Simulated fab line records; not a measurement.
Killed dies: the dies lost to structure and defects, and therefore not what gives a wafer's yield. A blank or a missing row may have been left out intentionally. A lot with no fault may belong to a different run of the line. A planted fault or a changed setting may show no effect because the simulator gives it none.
fab line records    flow nandHarc
[record] lots = 6  wafers = 18  lastDay = 23
route steps=1159 shown A_CONTACT@932 A_BLC@964 END@1159
lots untouched by any fault: they come from a run of this same line in which no faults occurred
startH: hours from the record's first day to the start of the lot's first wafer shown    waitH: how many hours have passed since the lot's step before this one    " unchanged from the row above    L1.1+2: a row that stands for several wafers    - either no value or no given start    * or withheld: withheld    < > ~ a bound
route shown NAME@n: a module of which the file shows steps, and the number in the route of the first    usual: the fault-free wafers' mean and standard deviation    same: alike in all rows    chamber/n: place in a boat    sites: readings site by site    _std_site: how widely they spread, as a standard deviation    _edge_site: inner sites' mean taken away from outer sites' mean    radiusMm: how far each site lies from the wafer's centre    mask NAME#n: copy n    behind: the last tool/chamber to shape the wafer    hold: reason for holding the lot/hours on hold/outcome of the hold    device: which transistor (n, p or np) failed to switch    end of line: tests run on the same wafers once the route is complete    a step without rows: its recipe alone    killed: not the wafer's yield, but the dies lost to structure and defects at the first sort    map: per-die view of a wafer (x killed, . not killed, _ where there is no die)
set.NAME: the setting that was run; set.NAME@STEP: the one run at that earlier step    model.NAME: the simulator's own value behind a step, which no gauge read
lots seen at some steps along the route; tables by step, rows by wafer
services: from which hour (startH, from the record's first day; less than 0 if before it) a tool's chamber was out of use, for how many hours, and why
[[steps]]
[step NHARC_A_CONTACT_EXPOSE_05]
[recipe] na = 1.35  sigmaOuter = 0.8  doseMj = 84.24  maskId = A_CC
[step NHARC_A_CONTACT_PEB_06]
[recipe] pebTempC = 100  pebTimeS = 65
[step NHARC_A_CONTACT_DEVELOP_07]
[recipe] developTimeS = 35  devTempC = 23
[step NHARC_A_CONTACT_CD_MEAS_08]
[recipe] targetCdNm = 100  landingEnergyEv = 500
[usual] cdNm = 99.8/0.4
lot.wafer  tool      chamber  startH  waitH  cdNm
L221.4     cdSem-03  0        420.45  -      99.3
L221.5     "         0        "       "      100.2
L221.6     "         0        "       "      99.7
L222.1     cdSem-02  0        421.42  -      100.3
L222.3     "         0        "       "      101.0
L222.4     "         0        "       "      100.6
L223.1     cdSem-01  0        422.63  -      99.5
L223.2     "         0        "       "      99.8
L223.6     "         0        "       "      99.3
L225.1     cdSem-02  0        431.20  -      99.1
L225.5     "         0        "       "      99.8
L225.6     "         0        "       "      100.0
L230.3     cdSem-01  0        461.90  -      99.5
L230.5     "         0        "       "      99.6
L230.6     "         0        "       "      99.6
L233.1     cdSem-02  0        488.76  -      99.6
L233.3     "         0        "       "      100.2
L233.6     "         0        "       "      99.6
[step NHARC_A_CONTACT_OVL_MEAS_09]
[usual] overlayXNm = 0.0/0.72  overlayYNm = 0.0/0.84
lot.wafer  tool        chamber  startH  waitH  overlayXNm  overlayYNm
L221.4     overlay-01  -        420.55  -      -1.4        -0.1
L221.5     "           -        "       "      -1.4        0.1
L221.6     "           -        "       "      -2.0        -0.5
L222.1     overlay-02  -        421.51  -      0.4         0.9
L222.3     "           -        "       "      0.8         0.9
L222.4     "           -        "       "      0.7         0.6
L223.1     overlay-01  -        422.71  -      0.4         -2.0
L223.2     "           -        "       "      0.6         -2.0
L223.6     "           -        "       "      1.0         -1.7
L225.1     overlay-02  -        431.29  -      0.3         0.0
L225.5     "           -        "       "      0.4         -0.2
L225.6     "           -        "       "      0.7         0.1
L230.3     overlay-02  -        461.98  -      -0.7        -0.4
L230.5     "           -        "       "      -0.6        -0.3
L230.6     "           -        "       "      -0.5        -0.2
L233.1     overlay-02  -        488.85  -      0.6         0.5
L233.3     "           -        "       "      0.4         0.5
L233.6     "           -        "       "      0.0         0.8
[step NHARC_A_CONTACT_INSPECT_10]
[usual] rawDefectCount = 31/15
lot.wafer  tool              chamber  startH  waitH  rawDefectCount
L221.4     defectInspect-01  -        420.59  0.0    6
L221.5     "                 -        "       "      15
L221.6     "                 -        "       "      8
L222.1     defectInspect-02  -        421.55  0.0    27
L222.3     "                 -        "       "      21
L222.4     "                 -        "       "      21
L223.1     defectInspect-02  -        422.75  0.0    37
L223.2     "                 -        "       "      27
L223.6     "                 -        "       "      24
L225.1     defectInspect-02  -        431.33  0.0    38
L225.5     "                 -        "       "      36
L225.6     "                 -        "       "      34
L230.3     defectInspect-01  -        462.02  0.0    53
L230.5     "                 -        "       "      48
L230.6     "                 -        "       "      47
L233.1     defectInspect-02  -        488.89  0.0    30
L233.3     "                 -        "       "      30
L233.6     "                 -        "       "      31
[step NHARC_A_CONTACT_DESCUM_13]
[recipe] timeS = 3  o2FlowSccm = 200  arFlowSccm = 0  biasPowerW = 0  chemistry = O2
[step NHARC_A_CONTACT_ETCH_88]
[recipe] targetDepthA = 390  overEtchFrac = 0.3  timeS = 65  ionEnergyEv = 80  cf4FlowSccm = 150  arFlowSccm = 0  rfW = 300  biasW = 100  chemistry = CF4
[step NHARC_A_CONTACT_ETCH_89]
[recipe] targetDepthA = 2600  overEtchFrac = 0.3  timeS = 475.3  ionEnergyEv = 200  n2FlowSccm = 150  h2FlowSccm = 150  arFlowSccm = 0  rfW = 400  biasW = 150  chemistry = N2/H2
[step NHARC_A_CONTACT_ETCH_30]
[recipe] targetDepthA = 605  timeS = 30.2  cf4FlowSccm = 100  chf3FlowSccm = 30  arFlowSccm = 0  rfW = 500  biasW = 200  chemistry = CF4/CHF3
[step NHARC_A_CONTACT_ETCH_31]
[recipe] targetDepthA = 20000  overEtchFrac = 0.3  timeS = 520  ionEnergyEv = 150  o2FlowSccm = 400  cosFlowSccm = 20  arFlowSccm = 0  rfW = 500  biasW = 300  chemistry = O2/COS
[step NHARC_A_CONTACT_ETCH_134]
[recipe] sourceW = withheld  pressureMtorr = 20  biasV = withheld  timeS = 140  targetDepthA = 7000  arFlowSccm = withheld  c4f8FlowSccm = withheld  o2FlowSccm = withheld  chemistry = C4F8/O2/Ar
[step NHARC_A_CONTACT_ETCH_135]
[recipe] sourceW = withheld  pressureMtorr = 20  biasV = 3000  timeS = 132  targetDepthA = 12870  arFlowSccm = withheld  c4f8FlowSccm = withheld  o2FlowSccm = withheld  chemistry = C4F8/O2/Ar
[usual] chamberPressureMTorr = 19.999/0.019
[same] timeS = 132
lot.wafer  tool           chamber  startH  waitH  chamberPressureMTorr  rfHoursCounterH
L221.4     harCapEtch-03  1        421.87  0.1    19.985                -
L221.5     "              1        "       "      20.019                -
L221.6     "              0        "       "      20.037                -
L222.1     harCapEtch-02  1        422.82  0.2    19.980                17
L222.3     "              0        "       "      19.969                -
L222.4     "              1        "       "      19.996                -
L223.2     harCapEtch-01  1        424.01  0.2    19.999                65
L223.1     "              0        "       "      20.024                65
L223.6     "              1        "       "      19.968                -
L225.1     harCapEtch-02  1        432.88  0.2    19.983                19
L225.5     "              0        "       "      20.002                -
L225.6     "              1        "       "      20.013                -
L230.3     harCapEtch-01  0        463.96  0.1    20.001                -
L230.6     "              1        "       "      20.011                -
L230.5     "              0        "       "      19.994                -
L233.1     harCapEtch-01  1        490.17  0.2    19.996                76
L233.3     "              1        "       "      19.968                -
L233.6     "              1        "       "      19.986                -
[step NHARC_A_CONTACT_ETCH_136]
[recipe] sourceW = withheld  pressureMtorr = 20  biasV = 3000  timeS = 132  targetDepthA = 12870  arFlowSccm = withheld  c4f8FlowSccm = withheld  o2FlowSccm = withheld  chemistry = C4F8/O2/Ar
[usual] chamberPressureMTorr = 20.000/0.019
[same] timeS = 132
lot.wafer  tool           chamber  startH  waitH  chamberPressureMTorr  rfHoursCounterH
L221.4     harCapEtch-03  1        422.00  0.1    20.010                -
L221.5     "              1        "       "      19.972                -
L221.6     "              0        "       "      20.022                -
L222.1     harCapEtch-02  1        422.94  0.1    19.981                17
L222.3     "              0        "       "      19.994                -
L222.4     "              1        "       "      19.984                -
L223.2     harCapEtch-01  1        424.13  0.1    19.967                66
L223.1     "              0        "       "      20.019                66
L223.6     "              1        "       "      20.027                -
L225.1     harCapEtch-02  1        433.00  0.1    20.011                19
L225.5     "              0        "       "      19.997                -
L225.6     "              1        "       "      19.996                -
L230.3     harCapEtch-01  0        464.10  0.1    19.999                -
L230.6     "              1        "       "      20.034                -
L230.5     "              0        "       "      20.000                -
L233.1     harCapEtch-01  1        490.29  0.1    19.957                76
L233.3     "              1        "       "      20.023                -
L233.6     "              1        "       "      20.024                -
[step NHARC_A_CONTACT_ETCH_137]
[recipe] sourceW = withheld  pressureMtorr = 20  biasV = 3000  timeS = 132  targetDepthA = 12870  arFlowSccm = withheld  c4f8FlowSccm = withheld  o2FlowSccm = withheld  chemistry = C4F8/O2/Ar
[step NHARC_A_CONTACT_ETCH_138]
[recipe] sourceW = withheld  pressureMtorr = 20  biasV = 3000  timeS = 132  targetDepthA = 12890  arFlowSccm = withheld  c4f8FlowSccm = withheld  o2FlowSccm = withheld  chemistry = C4F8/O2/Ar
[usual] chamberPressureMTorr = 19.998/0.018
[same] timeS = 132
lot.wafer  tool           chamber  startH  waitH  chamberPressureMTorr  rfHoursCounterH
L221.4     harCapEtch-03  1        422.24  0.1    20.003                -
L221.5     "              1        "       "      19.987                -
L221.6     "              0        "       "      20.004                -
L222.1     harCapEtch-02  1        423.19  0.1    20.002                17
L222.3     "              0        "       "      20.014                -
L222.4     "              1        "       "      20.012                -
L223.2     harCapEtch-01  1        424.37  0.1    20.030                66
L223.1     "              0        "       "      20.001                66
L223.6     "              1        "       "      19.993                -
L225.1     harCapEtch-02  1        433.25  0.1    19.999                19
L225.5     "              0        "       "      19.989                -
L225.6     "              1        "       "      20.001                -
L230.3     harCapEtch-01  0        464.43  0.1    19.996                -
L230.6     "              1        "       "      19.993                -
L230.5     "              0        "       "      20.002                -
L233.1     harCapEtch-01  1        490.54  0.1    19.989                76
L233.3     "              1        "       "      19.999                -
L233.6     "              1        "       "      19.955                -
[step NHARC_A_CONTACT_ETCH_139]
[recipe] sourceW = withheld  pressureMtorr = 20  biasV = 400  timeS = 137  targetDepthA = 5900  arFlowSccm = withheld  c4f8FlowSccm = 11.5  o2FlowSccm = 7.2  chemistry = C4F8/O2/Ar
[usual] chamberPressureMTorr = 20.000/0.018
[same] timeS = 137
lot.wafer  tool           chamber  startH  waitH  chamberPressureMTorr  rfHoursCounterH
L221.4     harCapEtch-03  1        422.40  0.1    20.013                -
L221.5     "              1        "       "      19.984                -
L221.6     "              0        "       "      20.010                -
L222.1     harCapEtch-02  1        423.32  0.1    19.965                17
L222.3     "              0        "       "      19.978                -
L222.4     "              1        "       "      20.035                -
L223.2     harCapEtch-01  1        424.50  0.1    20.031                66
L223.1     "              0        "       "      20.018                66
L223.6     "              1        "       "      19.988                -
L225.1     harCapEtch-02  1        433.39  0.1    19.988                19
L225.5     "              0        "       "      20.006                -
L225.6     "              1        "       "      19.985                -
L230.3     harCapEtch-01  0        464.67  0.2    20.026                -
L230.6     "              1        "       "      20.029                -
L230.5     "              0        "       "      20.011                -
L233.1     harCapEtch-01  1        490.68  0.1    20.011                76
L233.3     "              1        "       "      19.969                -
L233.6     "              1        "       "      20.044                -
[step NHARC_A_CONTACT_ETCH_92]
[recipe] targetDepthA = 400  overEtchFrac = 0.5  timeS = 85.7  ionEnergyEv = 120  ch3fFlowSccm = 50  o2FlowSccm = 30  arFlowSccm = 200  rfW = 500  biasW = 100  chemistry = CH3F/O2
[usual] chamberPressureMTorr = 24.999/0.023  drypumpMotorCurrentA = 5.6/0.3  oesProductAu = 0.95/0.033  rfVppV = 244.4/1.5  showerheadPlenumPTorr = 2.46/0.087  throttleValvePct = 20.662/0.0094
[same] timeS = 85.7
lot.wafer  tool        chamber  startH  waitH  chamberPressureMTorr  drypumpMotorCurrentA  oesProductAu  rfHoursCounterH  rfVppV  showerheadPlenumPTorr  throttleValvePct
L221.4     rieDiel-02  0        422.74  0.3    25.016                5.6                   0.92          36               246.6   2.58                   20.658
L221.6     "           3        "       "      24.969                4.9                   0.93          -                244.2   2.42                   20.669
L221.5     "           0        "       "      25.009                5.6                   0.92          -                246.8   2.58                   20.654
L222.4     rieDiel-04  2        423.69  0.3    24.977                5.1                   0.93          46               243.7   2.46                   20.643
L222.3     "           3        "       "      24.945                5.7                   0.92          43               245.4   2.52                   20.654
L222.1     "           1        "       "      25.012                5.5                   0.93          43               248.3   2.62                   20.677
L223.1     rieDiel-12  3        424.93  0.4    24.972                5.5                   0.93          5                243.3   2.37                   20.666
L223.2     "           0        "       "      24.987                5.5                   0.92          6                246.7   2.57                   20.676
L223.6     "           1        "       "      25.018                5.8                   0.93          -                245.3   2.43                   20.662
L225.1     rieDiel-02  1        433.78  0.4    24.990                5.8                   0.99          38               244.1   2.41                   20.673
L225.5     "           3        "       "      25.026                4.9                   1.01          -                243.2   2.42                   20.674
L225.6     "           0        "       "      25.005                5.6                   0.99          -                245.8   2.57                   20.676
L230.3     rieDiel-02  2        465.01  0.3    24.982                6.2                   0.92          50               244.4   2.54                   20.667
L230.5     "           1        "       "      24.999                5.8                   0.92          -                244.1   2.41                   20.656
L230.6     "           2        "       "      24.975                6.3                   0.93          -                244.0   2.54                   20.655
L233.1     rieDiel-12  3        491.04  0.3    24.995                5.4                   0.93          17               244.5   2.36                   20.663
L233.3     "           0        "       "      25.021                5.5                   0.93          17               246.3   2.56                   20.665
L233.6     "           0        "       "      24.994                5.5                   0.93          -                245.7   2.56                   20.649
[step NHARC_A_CONTACT_ETCH_98]
[recipe] targetDepthA = 200  overEtchFrac = 0.5  timeS = 10  ionEnergyEv = 250  c4f6FlowSccm = 25  o2FlowSccm = 20  arFlowSccm = 500  rfW = 600  biasW = 500  chemistry = C4F6/O2
[step NHARC_A_CONTACT_CD_MEAS_15]
[usual] cdNm = 90.0/0.42
lot.wafer  tool      chamber  startH  waitH  cdNm
L221.4     cdSem-03  -        422.95  -      90.7
L221.5     "         -        "       "      90.0
L221.6     "         -        "       "      90.2
L222.1     cdSem-01  -        423.91  -      89.7
L222.3     "         -        "       "      89.8
L222.4     "         -        "       "      89.5
L223.1     cdSem-01  -        425.12  -      90.3
L223.2     "         -        "       "      90.0
L223.6     "         -        "       "      89.8
L225.1     cdSem-02  -        434.00  -      89.2
L225.5     "         -        "       "      89.4
L225.6     "         -        "       "      89.7
L230.3     cdSem-03  -        465.22  -      90.0
L230.5     "         -        "       "      89.8
L230.6     "         -        "       "      90.0
L233.1     cdSem-01  -        491.26  -      89.5
L233.3     "         -        "       "      89.9
L233.6     "         -        "       "      89.7
[step NHARC_A_CONTACT_STRIP_107]
[recipe] n2FlowSccm = 150  h2FlowSccm = 150  arFlowSccm = 0  biasW = 0  chemistry = N2/H2
[step NHARC_A_CONTACT_STRIP_108]
[recipe] cf4FlowSccm = 100  chf3FlowSccm = 30  arFlowSccm = 0  biasW = 0  chemistry = CF4/CHF3
[step NHARC_A_CONTACT_STRIP_109]
[recipe] o2FlowSccm = 400  cosFlowSccm = 20  arFlowSccm = 0  biasW = 0  chemistry = O2/COS
[step NHARC_A_CONTACT_ETCH_110]
[recipe] targetDepthA = 500  overetchA = 50  timeS = 27.5  ionEnergyEv = 100  cf4FlowSccm = 80  o2FlowSccm = 20  arFlowSccm = 0  rfW = 300  biasW = 100  chemistry = CF4/O2
[usual] chamberPressureMTorr = 29.998/0.029  drypumpMotorCurrentA = 5.61/0.29  oes_o_777_au = 1.000/0.0045  oesProductAu = 1.000/0.0073  rfVppV = 197.7/1.2  showerheadPlenumPTorr = 1.33/0.047  throttleValvePct = 13.398/0.0088
[same] timeS = 27.5
lot.wafer  tool        chamber  startH  waitH  chamberPressureMTorr  drypumpMotorCurrentA  oes_o_777_au  oesProductAu  rfHoursCounterH  rfVppV  showerheadPlenumPTorr  throttleValvePct
L221.4     rieDiel-02  3        423.24  0.1    29.930                4.93                  1.005         1.008         30               197.4   1.31                   13.395
L221.6     "           2        "       "      30.029                6.22                  1.005         1.003         -                197.8   1.39                   13.405
L221.5     "           3        "       "      30.008                4.90                  1.010         1.010         -                197.1   1.31                   13.399
L222.4     rieDiel-12  2        424.20  0.0    30.055                5.88                  1.005         0.990         6                196.9   1.28                   13.399
L222.3     "           0        "       "      30.059                5.52                  1.004         0.995         6                198.8   1.39                   13.398
L222.1     "           1        "       "      30.026                5.76                  0.998         1.007         6                196.9   1.32                   13.393
L223.2     rieDiel-12  1        425.41  0.0    29.977                5.79                  0.998         0.998         6                195.7   1.32                   13.390
L223.1     "           3        "       "      29.986                5.39                  1.001         1.005         5                196.7   1.28                   13.410
L223.6     "           2        "       "      29.972                5.86                  0.999         0.992         -                196.4   1.28                   13.391
L225.1     rieDiel-04  2        434.46  0.1    29.963                5.07                  1.006         1.012         50               197.6   1.33                   13.413
L225.5     "           1        "       "      29.985                5.54                  0.996         1.000         -                200.0   1.42                   13.399
L225.6     "           2        "       "      29.991                5.06                  0.996         1.002         -                197.4   1.33                   13.394
L230.3     rieDiel-02  1        465.51  0.1    30.032                5.82                  1.008         0.996         53               195.4   1.31                   13.400
L230.5     "           1        "       "      29.959                5.82                  0.995         1.002         -                198.4   1.31                   13.406
L230.6     "           2        "       "      30.043                6.25                  0.997         1.001         -                198.6   1.38                   13.403
L233.1     rieDiel-12  2        491.60  0.1    30.019                5.84                  1.004         0.994         18               196.2   1.28                   13.410
L233.3     "           3        "       "      29.998                5.44                  1.002         1.000         17               198.0   1.28                   13.402
L233.6     "           0        "       "      29.971                5.53                  0.996         1.006         -                198.1   1.39                   13.407
[step NHARC_A_CONTACT_STRIP_26]
[recipe] o2FlowSccm = 500  arFlowSccm = 0  biasW = 0  chemistry = O2
[step NHARC_A_CONTACT_STRIP_27]
[recipe] timeS = 600  tempC = 30  chemistry = postEtchResidueRemover
[step NHARC_A_CONTACT_ALD_18]
[recipe] targetThkA = 30  pulseTimeS = 1  aldCycles = 150  tempC = 450  material = TiN
[step NHARC_A_CONTACT_CVD_19]
[recipe] targetThkA = 3000  tempC = 300  pressureTorr = 40  wf6FlowSccm = 40  h2FlowSccm = 1600  arFlowSccm = 1560  timeS = 802  material = W
[step NHARC_A_CONTACT_CMP_20]
[recipe] tOverpolishS = 30  targetThkNm = 300
[step NHARC_A_CONTACT_SRD_22]
[step NHARC_A_BLC_DEHYDRATE_00]
[recipe] tempC = 150  timeS = 120
[step NHARC_A_BLC_HMDS_01]
[recipe] timeS = 30
[step NHARC_A_BLC_COAT_02]
[recipe] tempC = 260  timeS = 75
[step NHARC_A_BLC_COAT_03]
[recipe] tempC = 225  timeS = 65
[step NHARC_A_BLC_COAT_04]
[recipe] spinRpm = 1500  resistThkNm = 90
[step NHARC_A_BLC_SOFTBAKE_05]
[recipe] tempC = 105  timeS = 55
[step NHARC_A_BLC_EBR_06]
[step NHARC_A_BLC_EXPOSE_07]
[recipe] na = 1.35  targetCdNm = 100  doseMj = 67.97  maskId = A_BLC
[step NHARC_A_BLC_PEB_08]
[recipe] pebTempC = 100  pebTimeS = 65
[step NHARC_A_BLC_DEVELOP_09]
[recipe] developTimeS = 35  devTempC = 23
[step NHARC_END_SORT_01]
[recipe] tempC = 25
[usual] killedAtArray = 29/11  killedAtOther = 0.6/0.89  killedAtPeriphery = 3.8/2.8  killedDies = 33/12  killedOpen = 3.5/1.9  killedShort = 1.9/1.3
[same] grossDies = 677
lot.wafer  tool       chamber  startH  waitH  killedAtArray  killedAtOther  killedAtPeriphery  killedDies  killedOpen  killedShort
L222.1     prober-01  0        473.41  2.5    30             0              1                  31          5           3
L222.3     prober-01  0        475.03  3.1    18             0              4                  22          4           1
L222.4     prober-01  0        475.84  3.4    24             0              9                  33          5           0
L225.1     prober-01  0        482.32  2.5    32             0              3                  35          2           3
L225.5     prober-01  0        485.51  3.7    31             0              6                  37          5           2
L225.6     prober-01  0        486.31  4.0    41             0              3                  44          7           5
L230.3     prober-01  0        515.69  3.1    124            1              3                  128         2           1
L230.5     prober-01  0        517.25  3.6    114            0              6                  120         1           1
L230.6     prober-01  0        518.03  3.9    95             1              4                  100         0           2
L233.1     prober-02  0        547.20  2.5    89             2              9                  100         3           3
L233.3     prober-02  0        548.78  3.1    99             0              1                  100         5           0
L233.6     prober-02  0        551.16  4.0    92             1              1                  94          1           1
// killed by level:class
L222.1 A_SLIT:chamberFilmFlake=15 A_STAIRCASE:chamberFilmFlake=5 A_M0:geometricParticle:open=2 A_CHANNEL_HOLE_D1:chamberFilmFlake=2 P_STI:geometricParticle:open=1 A_ONON_D1:geometricParticle:open=1 A_CHANNEL_FILL_D1:geometricParticle:short=1 A_WL_FILL:geometricParticle:short=1
L222.3 A_SLIT:chamberFilmFlake=7 P_M1:chamberFilmFlake=3 A_CHANNEL_HOLE_D1:chamberFilmFlake=3 A_M0:chamberFilmFlake=2 P_M1:geometricParticle:open=1 A_SOURCE_PLATE:geometricParticle:short=1 A_WL_FILL:geometricParticle:open=1 A_CONTACT:geometricParticle:open=1
L222.4 A_SLIT:chamberFilmFlake=8 P_CONTACT:geometricParticle:open=4 P_M1:chamberFilmFlake=4 A_CHANNEL_HOLE_D1:chamberFilmFlake=4 A_M0:chamberFilmFlake=4 A_STAIRCASE:chamberFilmFlake=3 A_CHANNEL_FILL_D1:chamberFilmFlake=2 A_CONTACT:chamberFilmFlake=2
L225.1 A_CHANNEL_HOLE_D1:chamberFilmFlake=19 A_SLIT:chamberFilmFlake=8 P_ZERO_WELL:chamberFilmFlake=2 P_M0:geometricParticle:open=1 A_ONON_D1:geometricParticle:short=1 A_WL_FILL:geometricParticle:short=1 A_CONTACT:geometricParticle:open=1 A_CONTACT:geometricParticle:short=1
L225.5 A_CHANNEL_HOLE_D1:chamberFilmFlake=12 A_SLIT:chamberFilmFlake=9 P_ZERO_WELL:chamberFilmFlake=4 P_M0:geometricParticle:open=2 A_STAIRCASE:chamberFilmFlake=2 A_ONON_D1:geometricParticle:open=1 A_CHANNEL_HOLE_D1:geometricParticle:short=1 A_WL_FILL:geometricParticle:short=1
L225.6 A_SLIT:chamberFilmFlake=15 A_CHANNEL_HOLE_D1:chamberFilmFlake=12 A_STAIRCASE:chamberFilmFlake=4 A_WL_FILL:geometricParticle:short=2 P_ZERO_WELL:geometricParticle:open=1 P_CONTACT:geometricParticle:open=1 P_M0:geometricParticle:open=1 A_CHANNEL_FILL_D1:geometricParticle:open=1
L230.3 A_CONTACT:unspecified=78 A_SLIT:chamberFilmFlake=18 A_CHANNEL_HOLE_D1:chamberFilmFlake=18 A_CONTACT:chamberFilmFlake=5 A_STAIRCASE:chamberFilmFlake=3 P_STI:chamberFilmFlake=2 P_CONTACT:geometricParticle:open=1 A_ONON_D1:geometricParticle:short=1
L230.5 A_CONTACT:unspecified=77 A_CHANNEL_HOLE_D1:chamberFilmFlake=14 A_SLIT:chamberFilmFlake=13 A_STAIRCASE:chamberFilmFlake=6 P_STI:chamberFilmFlake=5 A_CONTACT:chamberFilmFlake=2 A_STAIRCASE:geometricParticle:short=1 A_SGD_CUT:geometricParticle:open=1
L230.6 A_CONTACT:unspecified=69 A_CHANNEL_HOLE_D1:chamberFilmFlake=13 A_STAIRCASE:chamberFilmFlake=5 P_STI:chamberFilmFlake=3 A_SLIT:chamberFilmFlake=3 A_M0:geometricParticle:short=2 A_CONTACT:chamberFilmFlake=2 P_BONDPAD:chamberFilmFlake=1
L233.1 A_CONTACT:unspecified=64 A_CHANNEL_HOLE_D1:chamberFilmFlake=18 P_M1:chamberFilmFlake=6 A_CONTACT:geometricParticle:open=2 P_STI:chamberFilmFlake=2 A_CONTACT:chamberFilmFlake=2 P_CONTACT:geometricParticle:short=1 A_CHANNEL_HOLE_D1:geometricParticle:short=1
L233.3 A_CONTACT:unspecified=68 A_CHANNEL_HOLE_D1:chamberFilmFlake=21 A_CONTACT:chamberFilmFlake=6 P_M0:geometricParticle:open=1 A_CHANNEL_HOLE_D1:geometricParticle:open=1 A_CHANNEL_FILL_D1:geometricParticle:open=1 A_WL_FILL:geometricParticle:open=1 A_M1:geometricParticle:open=1
L233.6 A_CONTACT:unspecified=66 A_CHANNEL_HOLE_D1:chamberFilmFlake=22 A_CONTACT:chamberFilmFlake=2 P_M0:geometricParticle:open=1 A_M0:geometricParticle:short=1 A_SLIT:chamberFilmFlake=1 THIN_TSV:chamberFilmFlake=1
// map L230.3 (x killed, . not)
____________.____________
_________..x...._________
_______..........._______
______xx.x........x______
_____.xxx..........._____
____..x.xx......x....____
____..xx.x.x.........____
___.x..xx.............___
___...................___
__...x....x............__
__.........x...........__
_......................._
_...x..................._
_...............xx......_
_.x.............x.xx...._
_.x.x......x.x..xxx.x..._
....x.........xxxxxxx....
...x..x.......xxxxxxx....
x.xx.........xxxxxxxxx...
.xx.xx........xxxxxxxx...
.x.xxx........xxxxxxx....
_..x.........xxxxxxxx..._
_x......x.....xxxxxxx..._
_......x...x...xxxxx...._
_..x..........xxxxx.x..._
_..............xxx......_
__..........x..x..x....__
__.....................__
___............x......___
___...................___
____.................____
____.................____
_____..............._____
______.............______
_______..........._______
_________......._________
____________.____________
// map L233.1 (x killed, . not)
____________.____________
_________......._________
_______.......x..._______
______.............______
_____.........x....._____
____...x.............____
____xx.............x.____
___...................___
___x..................___
__.....................__
__xxx.x.......x........__
_xxxxx.................._
_xxxxx.................._
_xxxxxxx................_
_xxxxxx................._
_xxxxx.................._
xxxxxx...................
xxxxxxx..................
xxxxxx...x...............
.xx.xxx..................
xxxx..x....x.............
_.xxx...x..x...x........_
_.........x............._
_...x....x.x.x......x..._
_xx......xxxx.......x..._
_.........xx.x......x..._
__.....x..x............__
__........x............__
___........x..........___
___...........x.......___
____.................____
____.................____
_____..............._____
______.............______
_______..........._______
_________x......_________
____________.____________
[[services]]
tool           chamber  startH  hours  kind
rieDiel-02     0        410.86  -      clean
rieDiel-02     1        410.86  -      clean
rieDiel-02     2        410.86  -      clean
rieDiel-02     3        410.86  -      clean
rieDiel-12     0        413.11  -      clean
rieDiel-12     1        413.11  -      clean
rieDiel-12     2        413.11  -      clean
rieDiel-12     3        413.11  -      clean
rieDiel-02     0        435.41  -      clean
rieDiel-02     1        435.41  -      clean
rieDiel-02     2        435.41  -      clean
rieDiel-02     3        435.41  -      clean
rieDiel-12     0        437.61  -      clean
rieDiel-12     1        437.61  -      clean
rieDiel-12     2        437.61  -      clean
rieDiel-12     3        437.61  -      clean
rieDiel-02     3        445.76  3.6    repair
harCapEtch-03  -        451.41  0.4    repair
harCapEtch-01  -        459.29  2.5    repair
rieDiel-02     0        459.99  -      clean
rieDiel-02     1        459.99  -      clean
rieDiel-04     1        463.98  8.4    repair
rieDiel-04     -        466.09  9.0    pm
rieDiel-02     -        491.24  0.7    repair
[[key]]
[firstSign] step = NHARC_END_SORT_01  reading = killedAtArray  direction = up  sigmas = 6.5  usual = 29  struck = 102
[effect] step = NHARC_END_SORT_01  reading = killedDies  direction = up  sigmas = 6  usual = 33  struck = 107
[moreKillsBornAt] NHARC_A_CONTACT_ETCH_135@harCapEtch-01 = 418
metAt NHARC_A_CONTACT_ETCH_135
struckWafers L230.3,L230.5,L230.6,L233.1,L233.3,L233.6
testerLeftOut L230,L233
onsetBetween 424.01 463.96
alsoFits time
[fault] kind = chamberParticleSource  tool = harCapEtch-01  chamber = -  onsetH = 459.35  steps = NHARC_A_CONTACT_ETCH_135  ratePerVisitCm2 = 0.61738  endH = 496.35
// testerLeftOut: of these lots the tester's yield and bins aren't shown, on N5 and GAA mostly nor the transistor test; their killed dies are dies lost to structure and defects alone, not to doping, threshold or leakage, so they don't give the yield
